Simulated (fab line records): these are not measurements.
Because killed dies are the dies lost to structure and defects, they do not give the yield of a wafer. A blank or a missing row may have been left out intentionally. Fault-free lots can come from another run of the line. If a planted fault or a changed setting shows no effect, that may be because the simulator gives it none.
fab line records ; flow n5_finfet
[record] lots = 10; wafers = 30; last_day = 20
route steps=1938 shown BEOL_M10@1514 BEOL_M11@1543
lots that met no fault: from a run of the same line without faults
start_h: hours from the record's opening day to when the first of the lot's shown wafers began ; wait_h: hours elapsed since this lot's preceding step ; " repeats the value in the row above ; L1.1+2: a row that stands for several wafers ; - no value present, or no start provided ; * or withheld: withheld ; < > ~ a bound
route shown NAME@n: a module of which the file shows steps, and the number in the route of the first ; usual: mean and standard deviation over wafers with no fault ; same: alike in all rows ; chamber/n: place in a boat ; sites: the reading at each site ; _std_site: standard deviation of those values ; _edge_site: mean of outer sites minus mean of inner sites ; radius_mm: for every site, how far away it sits from the centre of the wafer ; mask NAME#n: copy n ; behind: the tool/chamber that last shaped the wafer ; hold: the reason the lot was held/the length of the hold in hours/how it ended ; device: transistor that didn't switch, given as n, p or np ; end of line: tests of these same wafers at the route's end ; a step without rows: its recipe alone ; killed: not the wafer's yield, but the dies lost to structure and defects at the first sort ; map: the dies of a wafer, with x for killed, . for not killed, _ for no die there
set.NAME: the setting the step ran with; set.NAME@STEP: the setting that earlier step ran with ; model.NAME: the simulator's own value behind a step, which no gauge read
a sample of lots followed through the steps of the route, with each step as a table and each wafer as a row
services: from which hour (start_h, from the record's first day; less than 0 if before it) a tool's chamber was out of use, for how many hours, and why
[[steps]]
[step N5_BEOL_M10_STRIP_77]
[recipe] chemistry = N2/H2; time_s = 10; power_w = 450; temp_c = 40; pressure_mtorr = 20; rf_frequency_hz = 6e+07; bias_power_w = 7; n2_flow_sccm = 200; h2_flow_sccm = 200
[usual] drypump_motor_current_A = 5.7/0.39; h2_flow_sccm = 199.9/0.6; oes_product_au = 0.83/0.078; rf_vpp_V = 59.3/0.85; showerhead_plenum_p_Torr = 2.58/0.064; temp_c = 40.00/0.12; throttle_valve_pct = 23.33/0.29
lot.wafer;tool;chamber;start_h;wait_h;drypump_motor_current_A;h2_flow_sccm;oes_product_au;rf_hours_counter_h;rf_vpp_V;showerhead_plenum_p_Torr;temp_c;throttle_valve_pct
L578.1;rie_diel-01;0;-;-;5.9;199.5;0.84;52;60.6;2.68;39.88;23.13
L578.4;rie_diel-01;1;-;-;5.3;200.1;0.71;237;59.4;2.59;39.95;23.73
L578.5;rie_diel-01;0;-;-;5.9;198.9;0.85;-;59.0;2.68;40.03;23.13
L585.3;rie_diel-01;0;-;-;5.9;199.6;0.82;79;59.0;2.67;40.04;23.15
L585.4;rie_diel-01;2;-;-;5.9;200.5;0.76;123;58.8;2.66;40.12;23.33
L585.6;rie_diel-01;1;-;-;5.3;200.4;0.99;-;59.2;2.59;39.99;23.40
L587.1;rie_diel-04;0;-;-;6.1;200.0;0.85;84;58.1;2.56;40.20;23.34
L587.2;rie_diel-04;3;-;-;5.5;201.2;0.81;70;59.0;2.55;39.88;23.04
L587.5;rie_diel-04;3;-;-;5.5;200.1;0.82;-;58.9;2.55;39.96;23.03
L589.2;rie_diel-04;2;-;-;5.9;200.0;0.99;0;58.9;2.48;39.87;23.50
L589.3;rie_diel-04;0;-;-;6.1;200.5;0.85;85;60.8;2.56;40.00;23.34
L589.5;rie_diel-04;3;-;-;5.5;201.1;0.82;-;59.9;2.55;39.93;23.06
L590.4;rie_diel-06;2;-;-;5.6;199.8;0.85;57;58.3;2.58;39.88;23.42
L590.5;rie_diel-06;3;-;-;4.9;200.7;0.90;-;59.3;2.70;40.28;23.09
L590.6;rie_diel-06;2;-;-;5.6;199.3;0.85;-;60.7;2.58;39.83;23.42
L591.2;rie_diel-06;0;-;-;5.2;200.0;0.84;72;58.5;2.55;40.15;22.70
L591.4;rie_diel-06;2;-;-;5.6;200.2;0.84;59;60.8;2.58;39.98;23.42
L591.6;rie_diel-06;0;-;-;5.2;199.7;0.84;-;59.7;2.55;40.04;22.70
L594.1;rie_diel-06;0;-;-;5.2;200.1;0.84;74;59.5;2.55;39.99;22.70
L594.2;rie_diel-06;3;-;-;4.9;200.3;0.90;21;58.5;2.70;39.95;23.09
L594.6;rie_diel-06;2;-;-;5.6;199.5;0.85;-;58.1;2.58;39.75;23.42
L596.1;rie_diel-04;1;-;-;6.2;200.1;0.95;3;60.4;2.60;40.29;23.67
L596.2;rie_diel-04;0;-;-;6.1;200.7;0.83;97;60.7;2.56;39.94;23.34
L596.4;rie_diel-04;3;-;-;5.5;200.8;0.80;83;59.0;2.55;39.90;23.05
L595.2;rie_diel-04;3;-;-;5.5;200.0;0.80;83;57.9;2.55;39.96;23.06
L595.3;rie_diel-04;1;-;-;6.2;200.2;0.95;4;60.6;2.60;40.16;23.67
L595.6;rie_diel-04;0;-;-;6.1;199.1;0.83;-;59.5;2.56;40.07;23.34
L597.1;rie_diel-04;1;-;-;6.2;199.2;0.93;12;59.7;2.59;40.11;23.68
L597.2;rie_diel-04;3;-;-;5.5;201.0;0.78;91;58.3;2.54;40.12;23.06
L597.4;rie_diel-04;0;-;-;6.1;199.4;0.84;105;59.0;2.56;40.03;23.36
[step N5_BEOL_M10_ANNEAL_51]
[recipe] temp_c = 225; time_s = 90; ambient = N2
[usual] wafer_temp_C_max = 226.27/0.29
lot.wafer;tool;chamber;start_h;wait_h;wafer_temp_C_max
L578.1;rtp_anneal-01;0;270.50;0.1;225.90
L578.4;rtp_anneal-01;0;270.50;0.1;226.25
L578.5;rtp_anneal-01;0;270.50;0.1;226.09
L585.3;rtp_anneal-02;0;346.70;0.1;226.91
L585.4;rtp_anneal-02;0;346.70;0.1;226.02
L585.6;rtp_anneal-02;0;346.70;0.1;226.15
L587.1;rtp_anneal-02;0;359.85;0.1;226.33
L587.2;rtp_anneal-02;0;359.85;0.1;226.33
L587.5;rtp_anneal-02;0;359.85;0.1;226.22
L589.2;rtp_anneal-02;0;362.65;0.4;226.61
L589.3;rtp_anneal-02;0;362.65;0.4;226.63
L589.5;rtp_anneal-02;0;362.65;0.4;226.69
L590.4;rtp_anneal-01;0;370.51;0.9;225.77
L590.5;rtp_anneal-01;0;370.51;0.9;226.09
L590.6;rtp_anneal-01;0;370.51;0.9;226.17
L591.2;rtp_anneal-01;0;376.77;0.6;225.99
L591.4;rtp_anneal-01;0;376.77;0.6;226.14
L591.6;rtp_anneal-01;0;376.77;0.6;225.99
L594.1;rtp_anneal-01;0;381.93;0.2;226.24
L594.2;rtp_anneal-01;0;381.93;0.2;225.76
L594.6;rtp_anneal-01;0;381.93;0.2;226.23
L596.1;rtp_anneal-02;0;390.33;0.2;226.62
L596.2;rtp_anneal-02;0;390.33;0.2;225.97
L596.4;rtp_anneal-02;0;390.33;0.2;226.81
L595.2;rtp_anneal-01;0;390.72;0.3;225.94
L595.3;rtp_anneal-01;0;390.72;0.3;226.08
L595.6;rtp_anneal-01;0;390.72;0.3;226.26
L597.1;rtp_anneal-02;0;419.56;1.1;226.15
L597.2;rtp_anneal-02;0;419.56;1.1;226.27
L597.4;rtp_anneal-02;0;419.56;1.1;226.45
[step N5_BEOL_M11_COAT_05]
[recipe] resist = CAR-ArF; spin_rpm = 1500; resist_thk_nm = 90
[usual] spin_speed_rpm = 1500.1/1.3
lot.wafer;tool;chamber;start_h;wait_h;spin_speed_rpm
L578.1;litho_track-01;0;273.05;-;1500.9
L578.4;litho_track-01;0;273.05;-;1502.0
L578.5;litho_track-01;0;273.05;-;1499.6
L585.3;litho_track-05;0;350.36;-;1138.0
L585.4;litho_track-05;0;350.36;-;1139.6
L585.6;litho_track-05;0;350.36;-;1137.1
L587.1;litho_track-05;0;362.35;-;1139.3
L587.2;litho_track-05;0;362.35;-;1137.9
L587.5;litho_track-05;0;362.35;-;1139.4
L589.2;litho_track-01;0;367.50;-;1498.8
L589.3;litho_track-01;0;367.50;-;1498.0
L589.5;litho_track-01;0;367.50;-;1499.8
L590.4;litho_track-03;0;374.70;-;1501.4
L590.5;litho_track-03;0;374.70;-;1497.6
L590.6;litho_track-03;0;374.70;-;1502.2
L591.2;litho_track-01;0;379.22;-;1500.6
L591.4;litho_track-01;0;379.22;-;1499.0
L591.6;litho_track-01;0;379.22;-;1500.3
L594.1;litho_track-01;0;384.65;-;1499.8
L594.2;litho_track-01;0;384.65;-;1499.5
L594.6;litho_track-01;0;384.65;-;1498.8
L596.1;litho_track-01;0;393.39;-;1500.1
L596.2;litho_track-01;0;393.39;-;1497.0
L596.4;litho_track-01;0;393.39;-;1499.6
L595.2;litho_track-03;0;394.30;-;1502.5
L595.3;litho_track-03;0;394.30;-;1498.1
L595.6;litho_track-03;0;394.30;-;1500.3
L597.1;litho_track-01;0;421.97;-;1500.1
L597.2;litho_track-01;0;421.97;-;1501.7
L597.4;litho_track-01;0;421.97;-;1500.9
[step N5_BEOL_M11_DESCUM_16]
[recipe] chemistry = O2; time_s = 7.9; source_power_w = 50; bias_power_w = 20; pressure_mtorr = 20; rf_frequency_hz = 2.712e+07; temp_c = 40; resist = CAR-ArF; o2_flow_sccm = 225
[usual] drypump_motor_current_A = 5.6/0.48; oes_product_au = 0.83/0.1; rf_fwd_power_W = 49.34/0.23; rf_vpp_V = 243.3/1.4; showerhead_plenum_p_Torr = 2.11/0.078; temp_c = 40.00/0.1; throttle_valve_pct = 20.26/0.23
lot.wafer;tool;chamber;start_h;wait_h;drypump_motor_current_A;oes_product_au;rf_fwd_power_W;rf_hours_counter_h;rf_vpp_V;showerhead_plenum_p_Torr;temp_c;throttle_valve_pct
L578.1;rie_diel-03;2;273.54;0.0;5.6;0.98;49.27;6;243.2;2.13;40.22;19.90
L578.4;rie_diel-03;1;273.54;0.0;6.3;0.91;49.72;20;240.9;2.05;40.10;19.91
L578.5;rie_diel-03;2;273.54;0.0;5.6;0.97;49.59;-;243.2;2.13;39.98;19.91
L585.3;rie_diel-03;0;350.81;0.0;5.1;0.68;49.28;248;243.1;2.14;40.06;20.48
L585.4;rie_diel-03;3;350.81;0.0;5.2;0.76;48.74;-;244.5;2.09;40.02;20.20
L585.6;rie_diel-03;0;350.81;0.0;5.1;0.68;49.10;-;244.1;2.14;39.92;20.47
L587.1;rie_diel-02;1;362.80;0.0;6.4;0.73;49.83;180;242.0;2.00;39.96;20.64
L587.2;rie_diel-02;2;362.80;0.0;5.5;0.69;48.83;243;242.0;2.16;39.97;20.39
L587.5;rie_diel-02;3;362.80;0.0;6.0;0.69;49.24;-;242.2;1.97;40.17;20.46
L589.2;rie_diel-02;2;367.95;0.0;5.6;0.70;48.97;246;244.5;2.16;39.86;20.39
L589.3;rie_diel-02;3;367.95;0.0;6.0;0.69;49.35;250;240.4;1.97;40.21;20.48
L589.5;rie_diel-02;3;367.95;0.0;6.0;0.69;49.20;-;241.7;1.97;40.04;20.48
L590.4;rie_diel-02;1;375.04;0.0;6.4;0.71;49.41;-;240.4;2.00;40.00;20.65
L590.5;rie_diel-02;2;375.04;0.0;5.6;0.69;49.07;-;243.2;2.16;40.08;20.40
L590.6;rie_diel-02;3;375.04;0.0;6.0;0.68;49.29;-;241.1;1.97;39.96;20.49
L591.2;rie_diel-03;1;379.67;0.0;6.3;0.84;49.54;56;241.8;2.03;39.98;19.96
L591.4;rie_diel-03;3;379.67;0.0;5.1;0.75;49.12;117;241.5;2.09;39.91;20.21
L591.6;rie_diel-03;0;379.67;0.0;5.1;0.99;49.45;-;243.2;2.13;40.09;19.99
L594.1;rie_diel-05;1;385.15;0.2;5.4;0.80;49.62;110;245.4;2.19;39.85;20.15
L594.2;rie_diel-05;3;385.15;0.2;5.0;0.92;49.45;21;243.8;2.13;39.93;20.18
L594.6;rie_diel-05;0;385.15;0.2;5.6;0.87;49.35;-;243.2;2.06;39.89;20.48
L596.1;rie_diel-02;2;393.95;0.3;5.6;0.68;48.86;260;243.4;2.15;39.85;20.40
L596.2;rie_diel-02;0;393.95;0.3;5.0;0.91;49.37;30;245.4;2.14;40.00;19.80
L596.4;rie_diel-02;2;393.95;0.3;5.6;0.68;49.04;-;242.8;2.15;40.04;20.41
L595.2;rie_diel-03;2;394.75;0.0;5.6;0.89;49.64;38;244.4;2.11;39.99;19.96
L595.3;rie_diel-03;3;394.75;0.0;5.2;0.76;48.97;121;242.4;2.09;40.13;20.23
L595.6;rie_diel-03;0;394.75;0.0;5.1;0.97;49.33;-;244.0;2.13;40.17;20.03
L597.1;rie_diel-02;0;422.30;0.0;5.0;0.87;48.88;42;243.4;2.14;39.99;19.82
L597.2;rie_diel-02;1;422.30;0.0;6.4;0.70;49.45;209;241.1;1.99;39.92;20.68
L597.4;rie_diel-02;0;422.30;0.0;5.0;0.87;48.88;-;243.1;2.14;40.00;19.83
[[services]]
tool;chamber;start_h;hours;kind
rie_diel-01;-;252.18;2.8;pm
rie_diel-05;1;270.40;3.0;repair
rie_diel-02;0;274.42;7.1;repair
rtp_anneal-01;-;324.70;5.2;pm
rie_diel-05;1;330.57;3.3;repair
rie_diel-03;2;333.39;19.1;repair
rie_diel-05;-;333.75;0.4;repair
rie_diel-04;2;335.54;-;clean
rie_diel-04;2;335.54;-;consumable_replace:focus_ring
rie_diel-04;2;335.54;23.7;scheduled_down
rie_diel-04;2;335.54;23.7;vent_cycle
rie_diel-04;1;338.83;3.5;repair
rie_diel-02;0;350.54;31.6;repair
rie_diel-06;1;354.22;10.2;repair
rie_diel-01;0;354.91;5.7;repair
rie_diel-04;1;359.22;-;clean
rie_diel-04;1;359.22;-;consumable_replace:focus_ring
rie_diel-04;1;359.22;19.2;scheduled_down
rie_diel-04;1;359.22;19.2;vent_cycle
rie_diel-05;-;385.81;4.3;pm
rie_diel-03;-;388.37;4.3;pm
rie_diel-05;3;390.15;6.0;repair
rie_diel-05;0;416.65;2.6;repair
rie_diel-03;3;418.14;1.4;repair
[[key]]
[first_sign] step = N5_BEOL_M11_COAT_05; reading = spin_speed_rpm; direction = down; sigmas = 99+; usual = *; struck = *
effect none on later readings
met_at N5_BEOL_M11_COAT_05
struck_lots L585,L587
not_acting_at N5_BEOL_M10_STRIP_77,N5_BEOL_M10_ANNEAL_51,N5_BEOL_M11_DESCUM_16
[fault] kind = process_parameter_drift; tool = litho_track-05; chamber = -; onset_h = 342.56; steps = N5_BEOL_M11_COAT_05; channel = spin_rpm; offset = *; shape = step; end_h = 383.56; acts_in = *; stated = *
